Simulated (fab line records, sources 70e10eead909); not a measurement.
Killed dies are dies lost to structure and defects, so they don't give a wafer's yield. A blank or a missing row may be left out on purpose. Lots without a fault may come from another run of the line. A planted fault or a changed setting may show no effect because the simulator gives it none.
Problem report in the 8D (eight disciplines) form, filled by code | flow nand_harc | the parts of the form that need people (team, actions taken, sign-off) are left out

1. THE PROBLEM
cd_nm at NHARC_P_ZERO_WELL_CD_MEAS_52 reads a mean of 2045.0 nm on 2 wafers of 2 lots; wafers without a fault read 1999.3 nm with a standard deviation of 1.6. That is +29 standard deviations from the usual mean.
The step: target cd 2000 nm.
First seen on wafer L469.6, day 10 09:51, on cd_sem-01. The record holds 36 wafers of 12 lots with a number at this step. Rule for "out", or "out of limits": more than 4 standard deviations from the usual mean. The other wafers with a number count as sound.

2. WHAT IT IS AND WHAT IT IS NOT
question                    | is                | is not
which readings at this step | cd_nm             | -
which lots                  | L469, L470        | L449, L451, L453, L455, L457, L460, L461, L464, L471, L472
which wafers of those lots  | L469.6, L470.6    | L469.3, L469.5, L470.1, L470.2
read on which gauges        | cd_sem-01         | cd_sem-02, cd_sem-03
when                        | from day 10 09:51 | up to then (26 sound wafers); but 8 sound wafers of L470, L471, L472 came after

3. SUSPECTS, AND WHAT RULES EACH OUT
Counting: a tool at a process step up to the reading stays a suspect if it ran every lot that is out. Sound lots after the first of them don't rule it out here, since some wafers of a struck lot are sound.
- the gauge at NHARC_P_ZERO_WELL_CD_MEAS_52: kept. All the wafers that are out were read on cd_sem-01, and no step on other tools shows them out.
- krf_scanner-02 at NHARC_P_ZERO_WELL_EXPOSE_49 (exposes mask P HVPW, target cd 2000 nm): kept. It ran every lot that is out, first L469 (day 10 09:42); its last sound lot up to then is L461 (day 7 01:37).
Left after counting: krf_scanner-02 at NHARC_P_ZERO_WELL_EXPOSE_49, cd_sem-01 at NHARC_P_ZERO_WELL_CD_MEAS_52.

4. THE CAUSE (what the simulator had put in)
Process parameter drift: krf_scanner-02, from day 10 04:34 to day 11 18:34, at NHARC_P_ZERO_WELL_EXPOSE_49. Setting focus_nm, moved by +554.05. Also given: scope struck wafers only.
Counting left 2 suspects, and this tool is among them.

5. THE CHAIN OF EFFECTS, in route order
Each row: a reading whose mean over the struck wafers that have a number lies more than 3 standard deviations from the usual. Only readings for which the record gives a usual standard deviation are gone through. hours: the time from each lot's start at the first step in this table that gives one to its start at this step, as a median over the lots. sigmas: the change in usual standard deviations.
hours | step                         | reading | usual     | on struck wafers | change | sigmas
0     | NHARC_P_ZERO_WELL_CD_MEAS_52 | cd_nm   | 1999.3 nm | 2045.0           | +45.7  | +29
Later measuring or inspecting steps at which every struck wafer that the step has a row for has a number for every such reading, and none has moved that far: NHARC_P_STI_INSPECT_25.

6. WHAT WOULD HAVE CAUGHT IT SOONER
In this record the first reading out of limits at a measuring or inspecting step was taken at day 10 09:51, 5 hours after the fault began at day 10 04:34.
Of the lots that are out (2), L470 began NHARC_P_ZERO_WELL_EXPOSE_49 on krf_scanner-02 after day 10 09:51. A hold on the tool at that time would have spared it.
